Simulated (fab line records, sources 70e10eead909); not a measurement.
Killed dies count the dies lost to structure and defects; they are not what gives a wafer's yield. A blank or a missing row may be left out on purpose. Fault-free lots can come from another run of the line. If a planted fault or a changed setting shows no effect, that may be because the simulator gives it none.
Check for tools in common	flow nandHarc	Sampled: 11 lots, 33 wafers

WHY IT WAS OPENED
Flagged at NHARC_A_CHANNEL_HOLE_D1_CD_MEAS_10: reading cdNm, on 2 of 11 lots. Wafers without a fault read 100.1 nm, standard deviation 0.45.
Rule: a lot is flagged when every wafer of it that has a number lies more than 4 standard deviations from that mean, or none has a number. All remaining lots are regarded as sound.

lot	measured	on	cdNm (nm), wafer by wafer	flag
L185	day 8 13:00	cdSem-01	100.6 99.9 100.0	
L187	day 9 17:40	cdSem-03	99.9 100.5 100.3	
L190	day 10 14:41	cdSem-03	100.1 100.2 100.1	
L192	day 11 17:03	cdSem-02	100.3 100.1 99.6	
L193	day 11 17:35	cdSem-02	99.7 100.1 99.7	
L194	day 12 10:57	cdSem-02	100.1 100.4 100.6	
L196	day 12 22:48	cdSem-03	102.4 102.1 102.8	FLAGGED
L202	day 15 11:36	cdSem-03	101.9 102.4 102.7	FLAGGED
L205	day 16 18:56	cdSem-03	99.5 99.7 99.9	
L206	day 17 11:48	cdSem-01	100.4 100.5 100.2	
L207	day 17 19:47	cdSem-02	100.4 100.0 99.7	
The mean of the flagged lots' numbers is 102.4 nm, +2.3 nm from the usual (+5 standard deviations).

WHICH TOOL EACH LOT WENT THROUGH
The record holds 1 process step before the reading, out of a route of 1302 steps. Every cell lists first the tool, next ch and the chambers used by the sampled wafers, and last the start.
lot	flag	NHARC_A_CHANNEL_HOLE_D1_EXPOSE_07
L185		arfiScanner-02 ch 0, day 8 12:51
L187		arfiScanner-03 ch 0, day 9 17:31
L190		arfiScanner-03 ch 0, day 10 14:34
L192		arfiScanner-01 ch 0, day 11 16:55
L193		arfiScanner-03 ch 0, day 11 17:27
L194		arfiScanner-03 ch 0, day 12 10:49
L196	FLAGGED	arfiScanner-03 ch 0, day 12 22:40
L202	FLAGGED	arfiScanner-03 ch 0, day 15 11:28
L205		arfiScanner-02 ch 0, day 16 18:47
L206		arfiScanner-01 ch 0, day 17 11:40
L207		arfiScanner-01 ch 0, day 17 19:38
What the steps here do:
- NHARC_A_CHANNEL_HOLE_D1_EXPOSE_07: exposes mask HOLE D1, target cd 100 nm.
- NHARC_A_CHANNEL_HOLE_D1_CD_MEAS_10: target cd 100 nm.

FLAGGED AGAINST TOTAL, ONE TOOL AT A TIME (gauges that did the reading follow at the end)
step	tool	lots run	flagged	share of the flagged lots	sound lots run after its first flagged lot
NHARC_A_CHANNEL_HOLE_D1_EXPOSE_07	arfiScanner-01	3	0	none	-
NHARC_A_CHANNEL_HOLE_D1_EXPOSE_07	arfiScanner-02	2	0	none	-
NHARC_A_CHANNEL_HOLE_D1_EXPOSE_07	arfiScanner-03	6	2	all	0
NHARC_A_CHANNEL_HOLE_D1_CD_MEAS_10	cdSem-01	2	0	none	-
NHARC_A_CHANNEL_HOLE_D1_CD_MEAS_10	cdSem-02	4	0	none	-
NHARC_A_CHANNEL_HOLE_D1_CD_MEAS_10	cdSem-03	5	2	all	1 (L205)

WHAT THE TABLE PERMITS
arfiScanner-03 at NHARC_A_CHANNEL_HOLE_D1_EXPOSE_07 and cdSem-03 at NHARC_A_CHANNEL_HOLE_D1_CD_MEAS_10 are the 2 rows of the table that ran each flagged lot.
- arfiScanner-03 at NHARC_A_CHANNEL_HOLE_D1_EXPOSE_07 ran 6 lots, 2 of them flagged. It ran its last sound lot, L194, at day 12 10:49 and its first flagged lot, L196, at day 12 22:40: a fault with its onset between the two fits. Its own readings (exposureDoseMJCm2) fall more than 4 standard deviations out on all wafers of the flagged lots.
- cdSem-03 at NHARC_A_CHANNEL_HOLE_D1_CD_MEAS_10 ran 5 lots, 2 of them flagged. Lots that were sound ran on it after the first flagged one (L205); a persistent fault on the entire tool would not allow that.
What remains is a single tool, arfiScanner-03 at NHARC_A_CHANNEL_HOLE_D1_EXPOSE_07.

WHAT THE SIMULATOR HAD INSERTED
Process parameter drift: arfiScanner-03, from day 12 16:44 on, at NHARC_A_CHANNEL_HOLE_D1_EXPOSE_07. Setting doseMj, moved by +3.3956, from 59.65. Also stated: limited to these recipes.
Struck lots among those shown: L196, L202. Same finding as the rule above.
